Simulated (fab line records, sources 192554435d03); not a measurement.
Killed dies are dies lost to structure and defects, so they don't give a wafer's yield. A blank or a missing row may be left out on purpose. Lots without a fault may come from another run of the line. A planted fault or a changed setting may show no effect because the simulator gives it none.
Chamber matching | flow n5_finfet | N5_BEOL_M2_CO_CAP_55 on cvd_co-01: 3 sister chambers
The step material Co, precursor CCTBA/H2, target thk 2 nm, time 102.1 s. 3 wafers are shown with their chamber, then 6 later ones without.

WAFERS WITH THEIR CHAMBER
wafer  | chamber | heater_power_w (W)
L751.4 | 1       | 247
L761.4 | 2       | 211
L762.6 | 0       | 248

WAFERS WITHOUT THEIR CHAMBER
wafer  | heater_power_w (W)
L765.3 | 246
L765.5 | 215
L765.6 | 252
L767.2 | 245
L767.4 | 249
L767.5 | 206

WHICH CHAMBER EACH WENT THROUGH
wafer  | from the rows above     | in truth
L765.3 | can't be placed: 1 or 0 | 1
L765.5 | 2                       | 2
L765.6 | can't be placed: 0 or 1 | 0
L767.2 | can't be placed: 1 or 0 | 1
L767.4 | can't be placed: 0 or 1 | 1
L767.5 | 2                       | 2
Placed correctly: 2 of 6. Can't be placed from these rows: 4 (the true chamber is among the candidates in 4). Placed wrongly: 0.
How it was worked out, from the rows above alone: a wafer's distance from a chamber is the root of the sum, over the readings, of the square of ((its reading less the chamber's mean) divided by the reading's scatter). The wafer belongs to the nearest chamber; if the next one is less than 2 further off, it can't be placed. A chamber's mean is the mean of its shown wafers. The scatter: with one shown wafer a chamber, the root of the mean of the squares of how far each hidden wafer lies from its nearest shown one.
